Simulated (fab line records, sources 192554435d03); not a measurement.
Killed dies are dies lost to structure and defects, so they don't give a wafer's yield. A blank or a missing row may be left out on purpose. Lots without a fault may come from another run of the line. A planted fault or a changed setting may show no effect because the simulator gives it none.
One fault seen from 3 desks | flow n5_finfet | each desk has only its own numbers; what lay behind them comes last

THE DEFECT DESK
What the inspections along the route counted, lot by lot: means of the sampled wafers that have a number. A lot is out of limits, marked OUT, if its mean lies more than 4 standard deviations from the usual mean; the brackets give that distance.
Columns: A = raw_defect_count at N5_MOL_CONTACT_COAG_INSPECT_57, usual 219
lot  | first seen here | A
L526 | day 6 08:00     | 148
L528 | day 6 13:51     | 244
L532 | day 7 12:17     | 226
L534 | day 8 05:13     | 382
L538 | day 9 01:43     | 427
L539 | day 9 09:45     | 216
L542 | day 10 01:37    | 170
L544 | day 10 15:37    | 235
L545 | day 10 18:27    | 183
This desk's finding: nothing out of limits on any of the 9 lots.

THE METROLOGY DESK
What the gauges read, lot by lot, whatever tool the lot ran on: means of the sampled wafers that have a number. A lot is out of limits, marked OUT, if its mean lies more than 4 standard deviations from the usual mean; the brackets give that distance. Of its 10 readings 7 are shown: those that lie furthest out on some lot.
Columns: A = DIBL_P at N5_BEOL_M4_RC_MEAS_101, usual 36.3 mV/V; B = IOFF_N at N5_BEOL_M4_RC_MEAS_101, usual 0.16 nA/um; C = IOFF_P at N5_BEOL_M4_RC_MEAS_101, usual 0.21 nA/um; D = SS_N at N5_BEOL_M4_RC_MEAS_101, usual 71.5 mV/dec; E = SS_P at N5_BEOL_M4_RC_MEAS_101, usual 73.3 mV/dec; F = VT_N at N5_BEOL_M4_RC_MEAS_101, usual 250 mV; G = VT_P at N5_BEOL_M4_RC_MEAS_101, usual -251 mV
lot  | first seen here | A    | B    | C    | D    | E    | F   | G
L526 | day 9 01:31     | 39.9 | 0.25 | 0.25 | 72.6 | 73.2 | 242 | -248
L528 | day 9 16:16     | 35.1 | 0.15 | 0.20 | 71.1 | 72.8 | 249 | -252
L532 | day 10 00:35    | 38.1 | 0.17 | 0.24 | 71.8 | 74.5 | 252 | -250
L534 | day 11 02:34    | 38.2 | 0.19 | 0.24 | 71.8 | 73.1 | 246 | -248
L538 | day 11 15:26    | 34.7 | 0.13 | 0.16 | 70.9 | 72.4 | 253 | -256
L539 | day 12 04:41    | 35.3 | 0.15 | 0.16 | 71.4 | 73.1 | 250 | -259
L542 | day 12 23:26    | 37.3 | 0.18 | 0.23 | 71.5 | 73.3 | 249 | -249
L544 | day 13 05:31    | 33.7 | 0.14 | 0.18 | 71.4 | 73.5 | 250 | -252
L545 | day 13 08:58    | 37.3 | 0.17 | 0.20 | 71.6 | 73.7 | 250 | -253
This desk's finding: nothing out of limits on any of the 9 lots.

THE TOOL OWNER'S DESK: cmp-01
The tool's own readings at N5_MOL_CONTACT_COAG_CMP_28 (polishes, stops on SiNx, t overpolish 0.85 s, target thk 14.522 nm): means of the sampled wafers that have a number, for each lot that ran on this tool. A lot is out of limits, marked OUT, if its mean lies more than 4 standard deviations from the usual mean; the brackets give that distance.
Columns: A = motor_current_A at N5_MOL_CONTACT_COAG_CMP_28, usual 12.8 A; B = platen_rpm at N5_MOL_CONTACT_COAG_CMP_28, usual 51.80 rpm; C = slurry_flow_ml_min at N5_MOL_CONTACT_COAG_CMP_28, usual 150.0; D = time_to_endpoint_s at N5_MOL_CONTACT_COAG_CMP_28, usual 4.7 s
lot  | first seen here | A    | B     | C     | D
L526 | day 6 06:47     | 13.2 | 51.79 | 149.3 | 8.1
L528 | day 6 12:35     | 13.1 | 51.80 | 149.8 | 5.3
L534 | day 8 03:49     | 12.7 | 51.78 | 150.4 | 4.9
L538 | day 9 00:19     | 12.7 | 51.81 | 150.0 | 5.3
This desk's finding: nothing out of limits on any of the 4 lots.

PUT TOGETHER
The defect desk saw nothing out of limits.
The metrology desk saw nothing out of limits.
The tool owner's desk saw nothing out of limits.

WHAT THE SIMULATOR HAD PUT IN
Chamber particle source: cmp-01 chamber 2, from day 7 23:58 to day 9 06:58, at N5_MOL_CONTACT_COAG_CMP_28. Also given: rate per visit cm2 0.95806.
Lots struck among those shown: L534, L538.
